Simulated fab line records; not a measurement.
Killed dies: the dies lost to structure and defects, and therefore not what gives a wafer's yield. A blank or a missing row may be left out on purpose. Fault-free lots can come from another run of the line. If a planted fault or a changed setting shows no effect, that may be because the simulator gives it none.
Matching of chambers | flow n5-finfet | ald-metal-02 running N5_HKMG_FIN_ALD_91: 4 sister chambers
The step deposits TiN, target thk 1 nm, pulse time 1 s, purge time 3 s. 4 wafers are shown with their chamber, then 12 later ones without.

## WAFERS, EACH WITH ITS CHAMBER
wafer  | chamber | heater-power-w (W)
L089.2 | 1       | 884
L091.5 | 0       | 834
L093.5 | 2       | 852
L093.6 | 3       | 929

## WAFERS MISSING THEIR CHAMBER
wafer  | heater-power-w (W)
L094.2 | 876
L094.4 | 925
L094.6 | 816
L095.1 | 840
L095.2 | 863
L095.3 | 933
L095.4 | 845
L095.5 | 941
L095.6 | 817
L097.2 | 948
L097.3 | 840
L097.4 | 841

## WHICH CHAMBER EACH WENT THROUGH
wafer  | from the rows above          | in truth
L094.2 | can't be placed: 1 or 2      | 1
L094.4 | 3                            | 3
L094.6 | can't be placed: 0 or 2      | 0
L095.1 | can't be placed: 0 or 2      | 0
L095.2 | can't be placed: 2 or 1 or 0 | 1
L095.3 | 3                            | 3
L095.4 | can't be placed: 2 or 0      | 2
L095.5 | 3                            | 3
L095.6 | can't be placed: 0 or 2      | 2
L097.2 | 3                            | 3
L097.3 | can't be placed: 0 or 2      | 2
L097.4 | can't be placed: 0 or 2      | 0
Placed correctly: 4 of 12. From these rows, 8 cannot be placed; in 8 the true chamber is one of the candidates. Wrongly placed: 0.
How it was worked out, from the rows above alone: a wafer's distance from a chamber is the root of the sum, over the readings, of the square of ((its reading less the chamber's mean) divided by the reading's scatter). The wafer belongs to the nearest chamber; if the next one is less than 2 further off, it can't be placed. For every chamber, the mean is computed from those of its wafers that are shown. The scatter: root of mean squared gap, hidden wafer to nearest shown wafer, with one shown wafer a chamber.
